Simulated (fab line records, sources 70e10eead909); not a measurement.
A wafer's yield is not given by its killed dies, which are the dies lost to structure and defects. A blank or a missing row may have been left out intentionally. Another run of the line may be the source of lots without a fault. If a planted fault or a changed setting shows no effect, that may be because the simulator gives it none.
Chamber matching    flow nand harc    4 sister chambers for NHARC_A_STAIRCASE_ETCH_313 on rie diel-07
The step etches the open film in CF4/CHF3. 8 wafers are shown with their chamber, then 8 later ones without.

== WAFERS PAIRED WITH THEIR CHAMBERS ==
wafer   chamber  showerhead plenum p Torr (Torr)  rf vpp V (V)
L077.2  1        1.55                             369.4
L078.2  1        1.55                             369.7
L080.4  0        1.63                             372.6
L080.5  0        1.63                             374.3
L086.3  3        1.60                             371.4
L086.4  2        1.56                             370.1
L086.6  2        1.56                             369.6
L091.2  3        1.59                             370.8

== WAFERS WHOSE CHAMBER IS MISSING ==
wafer   showerhead plenum p Torr (Torr)  rf vpp V (V)
L091.3  1.54                             367.5
L091.5  1.59                             372.0
L090.1  1.55                             369.3
L090.2  1.53                             369.6
L090.6  1.62                             374.3
L094.1  1.55                             370.7
L094.3  1.62                             372.4
L094.4  1.59                             371.3

== WHICH CHAMBER EACH ONE RAN IN ==
wafer    from the rows above       in truth
L091.3   1                         1
L091.5   3                         3
L090.1   1                         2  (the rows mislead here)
L090.2   1                         1
L090.6   0                         0
L094.1   can't be placed: 1 or 2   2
L094.3   0                         0
L094.4   3                         3
Placed correctly: 6 of 8. From these rows, 1 cannot be placed; in 1 the true chamber is one of the candidates. Number placed wrongly: 1.
How it was worked out, from the rows above alone: a wafer's distance from a chamber is the root of the sum, over the readings, of the square of ((its reading less the chamber's mean) divided by the reading's scatter). The wafer belongs to the nearest chamber; if the next one is less than 2 further off, it can't be placed. The mean given for a chamber averages the wafers shown for that chamber. How the scatter is found: for the shown wafers, subtract from each reading the mean of its chamber, square and add these, divide the total by (wafers less chambers), then take the root.
